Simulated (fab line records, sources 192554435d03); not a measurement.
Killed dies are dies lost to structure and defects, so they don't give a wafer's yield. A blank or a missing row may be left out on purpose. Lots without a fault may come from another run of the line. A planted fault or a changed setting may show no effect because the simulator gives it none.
Which tool did it? | flow n5_finfet | 24 lots, 72 wafers sampled, at 6 steps of a route of 1938

WHAT THE GAUGES READ, wafer by wafer
N5_BEOL_M7_CD_MEAS_11: target cd 38.5 nm. Usual: cd_nm 38.5 nm, standard deviation 0.51.
lot  | measured     | on        | cd_nm (nm)     | flag
L074 | day 8 14:56  | cd_sem-01 | 37.9 37.9 38.1 |
L076 | day 9 03:17  | cd_sem-03 | 38.7 38.5 38.7 |
L075 | day 9 05:59  | cd_sem-01 | 38.0 38.4 37.4 |
L077 | day 9 08:41  | cd_sem-02 | 38.3 38.4 39.8 |
L078 | day 9 18:59  | cd_sem-01 | 38.5 38.2 38.3 |
L079 | day 10 03:18 | cd_sem-01 | 38.2 38.4 38.4 |
L081 | day 10 08:07 | cd_sem-02 | 39.1 39.4 39.3 |
L080 | day 10 12:25 | cd_sem-02 | 39.1 38.7 38.5 |
L082 | day 10 19:22 | cd_sem-03 | 38.3 39.4 38.8 |
L083 | day 11 06:01 | cd_sem-01 | 38.7 37.9 38.8 |
L084 | day 11 06:33 | cd_sem-01 | 39.3 38.6 38.2 |
L086 | day 11 21:47 | cd_sem-02 | 38.2 39.1 38.3 |
L088 | day 12 02:36 | cd_sem-01 | 37.6 38.7 37.7 |
L085 | day 12 02:43 | cd_sem-03 | 38.0 38.4 37.9 |
L087 | day 12 08:32 | cd_sem-01 | 38.6 38.4 39.3 |
L089 | day 12 12:35 | cd_sem-02 | 39.8 38.3 38.4 |
L091 | day 13 05:34 | cd_sem-01 | 38.3 38.0 37.9 |
L093 | day 13 15:33 | cd_sem-01 | 38.5 38.4 37.7 |
L090 | day 13 15:43 | cd_sem-02 | 38.5 38.5 38.0 |
L092 | day 14 02:04 | cd_sem-01 | 39.5 38.8 38.7 |
L094 | day 14 11:08 | cd_sem-03 | 38.7 39.2 37.9 |
L095 | day 14 12:33 | cd_sem-02 | 38.9 37.9 38.7 |
L096 | day 14 14:40 | cd_sem-02 | 39.0 38.8 39.0 |
L097 | day 14 22:05 | cd_sem-01 | 38.7 38.1 38.5 |

N5_BEOL_M7_CD_MEAS_28: target cd 40 nm. Usual: cd_nm 39.90 nm, standard deviation 0.26.
lot  | measured     | on        | cd_nm (nm)        | flag
L074 | day 8 16:49  | cd_sem-02 | 39.87 40.09 39.87 |
L076 | day 9 04:59  | cd_sem-03 | 39.95 39.89 39.95 |
L075 | day 9 07:04  | cd_sem-02 | 39.95 39.53 39.82 |
L077 | day 9 11:08  | cd_sem-03 | 39.77 40.03 39.52 |
L078 | day 9 19:51  | cd_sem-01 | 39.99 40.14 40.43 |
L079 | day 10 06:50 | cd_sem-01 | 39.50 39.94 40.18 |
L081 | day 10 09:04 | cd_sem-01 | 40.27 40.33 39.86 |
L080 | day 10 14:59 | cd_sem-03 | 40.24 39.52 39.63 |
L082 | day 10 21:42 | cd_sem-02 | 39.78 40.23 39.89 |
L083 | day 11 06:58 | cd_sem-03 | 40.07 39.96 40.10 |
L084 | day 11 09:20 | cd_sem-03 | 39.48 39.78 39.41 |
L086 | day 11 22:42 | cd_sem-03 | 40.26 40.08 40.37 |
L088 | day 12 04:53 | cd_sem-02 | 40.02 40.03 40.07 |
L085 | day 12 04:50 | cd_sem-03 | 39.38 39.81 40.08 |
L087 | day 12 09:37 | cd_sem-02 | 39.93 39.87 39.93 |
L089 | day 12 13:48 | cd_sem-02 | 39.58 39.83 39.72 |
L091 | day 13 07:33 | cd_sem-01 | 39.98 40.14 39.52 |
L093 | day 13 17:23 | cd_sem-03 | 39.74 40.00 39.91 |
L090 | day 13 17:14 | cd_sem-03 | 39.61 39.70 39.68 |
L092 | day 14 04:30 | cd_sem-02 | 39.87 39.70 39.88 |
L094 | day 14 12:58 | cd_sem-01 | 40.02 39.95 40.23 |
L095 | day 14 13:37 | cd_sem-02 | 39.77 39.77 39.65 |
L096 | day 14 17:20 | cd_sem-03 | 39.89 39.72 39.99 |
L097 | day 15 01:20 | cd_sem-01 | 39.29 39.60 39.69 |

N5_BEOL_M7_OVL_MEAS_29. Usual: V6_OVL -0.2 nm, standard deviation 0.6.
lot  | measured     | on         | V6_OVL (nm)    | flag
L074 | day 8 16:51  | overlay-02 | -0.8 -0.6 -0.6 |
L076 | day 9 05:01  | overlay-01 | 0.1 -0.3 -1.0  |
L075 | day 9 07:07  | overlay-01 | 0.5 -1.2 -0.4  |
L077 | day 9 11:10  | overlay-01 | -0.4 -0.3 -0.5 |
L078 | day 9 19:53  | overlay-02 | 1.3 -0.5 0.1   |
L079 | day 10 06:52 | overlay-01 | 0.3 0.4 -0.9   |
L081 | day 10 09:05 | overlay-02 | -0.4 -0.7 0.4  |
L080 | day 10 15:01 | overlay-01 | -0.2 0.2 -0.1  |
L082 | day 10 21:44 | overlay-01 | -0.6 -0.2 0.3  |
L083 | day 11 07:00 | overlay-02 | -1.0 0.0 -0.6  |
L084 | day 11 09:22 | overlay-02 | -0.6 0.4 -0.1  |
L086 | day 11 22:44 | overlay-01 | 0.6 0.6 0.4    |
L088 | day 12 04:55 | overlay-02 | -0.8 -1.1 -0.1 |
L085 | day 12 04:52 | overlay-01 | -0.3 0.1 -0.6  |
L087 | day 12 09:39 | overlay-02 | -1.2 0.4 -0.7  |
L089 | day 12 13:50 | overlay-01 | -0.7 0.1 1.1   |
L091 | day 13 07:35 | overlay-02 | -0.7 -0.4 -0.7 |
L093 | day 13 17:25 | overlay-01 | -0.2 -0.3 -0.5 |
L090 | day 13 17:16 | overlay-01 | 1.6 0.1 -0.2   |
L092 | day 14 04:32 | overlay-02 | 0.2 -0.3 0.1   |
L094 | day 14 12:59 | overlay-02 | 0.5 0.3 0.5    |
L095 | day 14 13:40 | overlay-02 | 0.8 -0.9 -0.2  |
L096 | day 14 17:22 | overlay-02 | 0.0 0.2 -0.1   |
L097 | day 15 01:22 | overlay-01 | 0.1 -0.4 -0.1  |

WHICH TOOL RAN EACH LOT (tool, then ch and the chambers of the sampled wafers, then the start)
lot  | N5_BEOL_M6_TRENCH_ETCH_37                     | N5_BEOL_M7_CURE_74            | N5_BEOL_M7_STRIP_67
L074 | rie_diel-02 ch 0,2, day 8 13:33 or earlier    | uv_cure-03 ch 1, day 8 13:33  | rie_diel-06 ch 0,1, day 8 15:23
L076 | rie_diel-02 ch 2,3, day 9 02:19 or earlier    | uv_cure-02 ch 0, day 9 02:19  | rie_diel-01 ch 1,2,3, day 9 03:40
L075 | rie_diel-05 ch 1,2, day 9 04:23 or earlier    | uv_cure-02 ch 1, day 9 04:23  | rie_diel-03 ch 0,1, day 9 06:20
L077 | rie_diel-04 ch 2,3, day 9 07:29 or earlier    | uv_cure-03 ch 1, day 9 07:29  | rie_diel-01 ch 0,1,3, day 9 10:24
L078 | rie_diel-02 ch 1,2,3, day 9 15:44 or earlier  | uv_cure-02 ch 2, day 9 15:44  | rie_diel-01 ch 0,1, day 9 19:19
L079 | rie_diel-05 ch 1,2, day 10 00:50 or earlier   | uv_cure-01 ch 2, day 10 00:50 | rie_diel-03 ch 0,1,2, day 10 03:37
L081 | rie_diel-04 ch 0,2, day 10 04:31 or earlier   | uv_cure-02 ch 2, day 10 04:31 | rie_diel-03 ch 0,2,3, day 10 08:26
L080 | rie_diel-02 ch 0,1,3, day 10 11:04 or earlier | uv_cure-02 ch 2, day 10 11:04 | rie_diel-03 ch 0,2,3, day 10 12:44
L082 | rie_diel-04 ch 0,3, day 10 16:55 or earlier   | uv_cure-01 ch 1, day 10 16:55 | rie_diel-06 ch 0,2, day 10 19:41
L083 | rie_diel-04 ch 0,1, day 11 01:21 or earlier   | uv_cure-03 ch 2, day 11 01:21 | rie_diel-01 ch 0,2,3, day 11 06:21
L084 | rie_diel-05 ch 0,2, day 11 03:07 or earlier   | uv_cure-03 ch 2, day 11 03:07 | rie_diel-03 ch 2,3, day 11 06:55
L086 | rie_diel-02 ch 0,2,3, day 11 19:04 or earlier | uv_cure-02 ch 1, day 11 19:04 | rie_diel-01 ch 0,1,3, day 11 22:07
L088 | rie_diel-05 ch 1,2,3, day 11 23:55 or earlier | uv_cure-02 ch 2, day 11 23:55 | rie_diel-03 ch 0,2,3, day 12 02:56
L085 | rie_diel-04 ch 1,2,3, day 12 00:46 or earlier | uv_cure-03 ch 2, day 12 00:46 | rie_diel-01 ch 0,2,3, day 12 03:02
L087 | rie_diel-02 ch 0,2,3, day 12 06:13 or earlier | uv_cure-02 ch 0, day 12 06:13 | rie_diel-03 ch 0,1,3, day 12 08:52
L089 | rie_diel-04 ch 0,1,3, day 12 11:29 or earlier | uv_cure-02 ch 0, day 12 11:29 | rie_diel-03 ch 0,1,2, day 12 13:09
L091 | rie_diel-05 ch 1,2,3, day 13 03:34 or earlier | uv_cure-03 ch 0, day 13 03:34 | rie_diel-01 ch 2,3, day 13 05:53
L093 | rie_diel-04 ch 0,1, day 13 13:06 or earlier   | uv_cure-01 ch 2, day 13 13:06 | rie_diel-06 ch 1,2,3, day 13 15:54
L090 | rie_diel-04 ch 0,1,2, day 13 14:11 or earlier | uv_cure-02 ch 0, day 13 14:11 | rie_diel-03 ch 0,2,3, day 13 16:03
L092 | rie_diel-04 ch 0,3, day 14 00:22 or earlier   | uv_cure-01 ch 0, day 14 00:22 | rie_diel-01 ch 0,2, day 14 02:24
L094 | rie_diel-04 ch 0,2,3, day 14 06:40 or earlier | uv_cure-01 ch 1, day 14 06:40 | rie_diel-01 ch 0,1,3, day 14 11:27
L095 | rie_diel-04 ch 2,3, day 14 11:29 or earlier   | uv_cure-03 ch 2, day 14 11:29 | rie_diel-06 ch 0,2,3, day 14 12:53
L096 | rie_diel-04 ch 1,2, day 14 13:21 or earlier   | uv_cure-01 ch 1, day 14 13:21 | rie_diel-03 ch 0,2, day 14 14:59
L097 | rie_diel-04 ch 1,2, day 14 20:23 or earlier   | uv_cure-03 ch 0, day 14 20:23 | rie_diel-03 ch 0,1,2, day 14 22:24
- N5_BEOL_M6_TRENCH_ETCH_37: etches SiCOH lowk in C4F6/O2, target depth 94.435 nm, time 31.5 s.
- N5_BEOL_M7_CURE_74: cures SiCOH lowk, time 240 s.
- N5_BEOL_M7_STRIP_67: strips in CF4.

WHAT THE TOOLS THEMSELVES READ (means of the sampled wafers that have a number; where no wafer has one, the mark that the record gives instead)
N5_BEOL_M6_TRENCH_ETCH_37. Usual: chamber_pressure_mTorr 30.001 mTorr, standard deviation 0.024; drypump_motor_current_A 5.7 A, standard deviation 0.36; oes_product_au 0.81 a.u., standard deviation 0.1; rf_vpp_V 657 V, standard deviation 17; showerhead_plenum_p_Torr 2.84 Torr, standard deviation 0.11; throttle_valve_pct 20.79 %, standard deviation 0.21.
lot  | tool        | chamber_pressure_mTorr (mTorr) | drypump_motor_current_A (A) | oes_product_au (a.u.) | rf_vpp_V (V) | showerhead_plenum_p_Torr (Torr) | throttle_valve_pct (%) | flag
L074 | rie_diel-02 | 29.982                         | 5.8                         | 0.69                  | 632          | 2.78                            | 21.00                  |
L076 | rie_diel-02 | 30.005                         | 5.9                         | 0.68                  | 637          | 2.81                            | 20.99                  |
L075 | rie_diel-05 | 29.992                         | 5.9                         | 0.74                  | 666          | 2.82                            | 20.87                  |
L077 | rie_diel-04 | 29.998                         | 5.5                         | 0.76                  | 657          | 2.80                            | 20.97                  |
L078 | rie_diel-02 | 30.007                         | 6.0                         | 0.75                  | 654          | 2.84                            | 20.79                  |
L079 | rie_diel-05 | 30.025                         | 5.9                         | 0.73                  | 666          | 2.82                            | 20.87                  |
L081 | rie_diel-04 | 29.994                         | 5.5                         | 0.78                  | 663          | 2.93                            | 20.98                  |
L080 | rie_diel-02 | 29.992                         | 6.2                         | 0.74                  | 653          | 2.81                            | 20.73                  |
L082 | rie_diel-04 | 29.981                         | 5.8                         | 0.85                  | 672          | 2.93                            | 20.78                  |
L083 | rie_diel-04 | 29.986                         | 5.5                         | 0.78                  | 666          | 2.97                            | 20.83                  |
L084 | rie_diel-05 | 29.984                         | 5.4                         | 0.76                  | 650          | 2.70                            | 20.65                  |
L086 | rie_diel-02 | 29.994                         | 6.1                         | 0.75                  | 636          | 2.78                            | 20.83                  |
L088 | rie_diel-05 | 30.009                         | 5.7                         | 0.78                  | 660          | 2.77                            | 20.99                  |
L085 | rie_diel-04 | 29.986                         | 5.6                         | 0.84                  | 659          | 2.84                            | 20.71                  |
L087 | rie_diel-02 | 29.980                         | 6.1                         | 0.74                  | 635          | 2.78                            | 20.83                  |
L089 | rie_diel-04 | 29.996                         | 5.7                         | 0.79                  | 667          | 2.90                            | 20.76                  |
L091 | rie_diel-05 | 30.006                         | 5.7                         | 0.77                  | 660          | 2.77                            | 21.01                  |
L093 | rie_diel-04 | 30.001                         | 5.6                         | 0.76                  | 666          | 2.96                            | 20.86                  |
L090 | rie_diel-04 | 30.004                         | 5.5                         | 0.79                  | 658          | 2.89                            | 20.82                  |
L092 | rie_diel-04 | 30.021                         | 5.8                         | 0.82                  | 671          | 2.91                            | 20.83                  |
L094 | rie_diel-04 | 29.982                         | 5.6                         | 0.85                  | 663          | 2.84                            | 20.79                  |
L095 | rie_diel-04 | 29.996                         | 5.8                         | 0.86                  | 664          | 2.78                            | 20.69                  |
L096 | rie_diel-04 | 30.011                         | 5.3                         | 0.93                  | 650          | 2.83                            | 20.70                  |
L097 | rie_diel-04 | 30.011                         | 5.4                         | 0.92                  | 651          | 2.83                            | 20.72                  |

N5_BEOL_M7_CURE_74. Usual: lamp_power_pct 52.31 %, standard deviation 0.052; wafer_temp_C_max 386.8, standard deviation 0.59.
lot  | tool       | lamp_power_pct (%) | wafer_temp_C_max | flag
L074 | uv_cure-03 | 52.26              | 387.6            |
L076 | uv_cure-02 | 52.29              | 386.6            |
L075 | uv_cure-02 | 52.32              | 386.3            |
L077 | uv_cure-03 | 52.36              | 387.8            |
L078 | uv_cure-02 | 52.29              | 387.3            |
L079 | uv_cure-01 | 52.29              | 386.4            |
L081 | uv_cure-02 | 52.30              | 387.2            |
L080 | uv_cure-02 | 52.32              | 387.6            |
L082 | uv_cure-01 | 52.28              | 386.4            |
L083 | uv_cure-03 | 52.29              | 387.1            |
L084 | uv_cure-03 | 52.31              | 387.0            |
L086 | uv_cure-02 | 52.32              | 385.8            |
L088 | uv_cure-02 | 52.27              | 387.0            |
L085 | uv_cure-03 | 52.32              | 387.3            |
L087 | uv_cure-02 | 52.32              | 386.7            |
L089 | uv_cure-02 | 52.27              | 386.7            |
L091 | uv_cure-03 | 52.29              | 386.5            |
L093 | uv_cure-01 | 52.33              | 386.5            |
L090 | uv_cure-02 | 52.34              | 387.3            |
L092 | uv_cure-01 | 52.30              | 386.3            |
L094 | uv_cure-01 | 52.29              | 386.6            |
L095 | uv_cure-03 | 52.28              | 387.0            |
L096 | uv_cure-01 | 52.36              | 386.5            |
L097 | uv_cure-03 | 52.33              | 386.1            |

N5_BEOL_M7_STRIP_67. Usual: chamber_pressure_mTorr 50.00 mTorr, standard deviation 0.055; drypump_motor_current_A 5.9 A, standard deviation 0.47; oes_product_au 0.76 a.u., standard deviation 0.081; rf_vpp_V 271.1 V, standard deviation 1.6; showerhead_plenum_p_Torr 1.79 Torr, standard deviation 0.067; throttle_valve_pct 13.74 %, standard deviation 0.29.
lot  | tool        | chamber_pressure_mTorr (mTorr) | drypump_motor_current_A (A) | oes_product_au (a.u.) | rf_vpp_V (V) | showerhead_plenum_p_Torr (Torr) | throttle_valve_pct (%) | flag
L074 | rie_diel-06 | 50.02                          | 6.5                         | 0.79                  | 270.5        | 1.76                            | 13.35                  |
L076 | rie_diel-01 | 50.03                          | 5.4                         | 0.82                  | 271.7        | 1.83                            | 13.71                  |
L075 | rie_diel-03 | 49.98                          | 6.4                         | 0.72                  | 270.7        | 1.77                            | 13.92                  |
L077 | rie_diel-01 | 49.97                          | 5.5                         | 0.81                  | 271.4        | 1.81                            | 13.82                  |
L078 | rie_diel-01 | 49.98                          | 5.5                         | 0.87                  | 271.4        | 1.82                            | 13.63                  |
L079 | rie_diel-03 | 50.03                          | 6.2                         | 0.71                  | 270.2        | 1.81                            | 13.96                  |
L081 | rie_diel-03 | 49.97                          | 5.9                         | 0.73                  | 270.8        | 1.81                            | 13.72                  |
L080 | rie_diel-03 | 50.09                          | 5.9                         | 0.73                  | 271.5        | 1.81                            | 13.73                  |
L082 | rie_diel-06 | 50.01                          | 6.2                         | 0.81                  | 269.0        | 1.72                            | 13.41                  |
L083 | rie_diel-01 | 50.02                          | 5.5                         | 0.72                  | 270.8        | 1.81                            | 13.91                  |
L084 | rie_diel-03 | 50.01                          | 6.1                         | 0.71                  | 272.1        | 1.82                            | 13.77                  |
L086 | rie_diel-01 | 50.00                          | 5.5                         | 0.78                  | 271.9        | 1.81                            | 13.86                  |
L088 | rie_diel-03 | 50.00                          | 5.9                         | 0.73                  | 271.5        | 1.81                            | 13.75                  |
L085 | rie_diel-01 | 50.01                          | 5.4                         | 0.72                  | 271.8        | 1.81                            | 13.92                  |
L087 | rie_diel-03 | 49.96                          | 6.1                         | 0.72                  | 270.9        | 1.76                            | 13.73                  |
L089 | rie_diel-03 | 50.00                          | 6.2                         | 0.70                  | 271.2        | 1.81                            | 14.00                  |
L091 | rie_diel-01 | 49.99                          | 5.4                         | 0.72                  | 271.8        | 1.83                            | 13.88                  |
L093 | rie_diel-06 | 49.99                          | 6.0                         | 0.82                  | 271.1        | 1.75                            | 13.47                  |
L090 | rie_diel-03 | 50.02                          | 5.9                         | 0.72                  | 271.0        | 1.81                            | 13.76                  |
L092 | rie_diel-01 | 50.02                          | 5.5                         | 0.88                  | 271.5        | 1.80                            | 13.56                  |
L094 | rie_diel-01 | 49.98                          | 5.5                         | 0.85                  | 272.2        | 1.80                            | 13.70                  |
L095 | rie_diel-06 | 50.03                          | 6.0                         | 0.78                  | 269.3        | 1.69                            | 13.48                  |
L096 | rie_diel-03 | 49.94                          | 6.1                         | 0.68                  | 272.5        | 1.86                            | 14.04                  |
L097 | rie_diel-03 | 49.98                          | 6.2                         | 0.69                  | 270.2        | 1.81                            | 14.03                  |

THE ANSWER, worked out from the rows above alone
Rule: a lot is off if the mean of its wafers that have a number lies more than 3 standard deviations from the usual mean. A lot without any number at a reading at which 4 lots or more have one is off too. The other lots that the step has rows for count as sound. The gauges are gone through in route order, then the tools' own readings, and for those a lot's mean is taken as printed above. The first step at which some lot is off is used, and at that step the reading that is off furthest; a lot without a number counts as furthest.
No lot is off at any reading shown: from this, nothing can be told.

WHAT THE SIMULATOR HAD PUT IN
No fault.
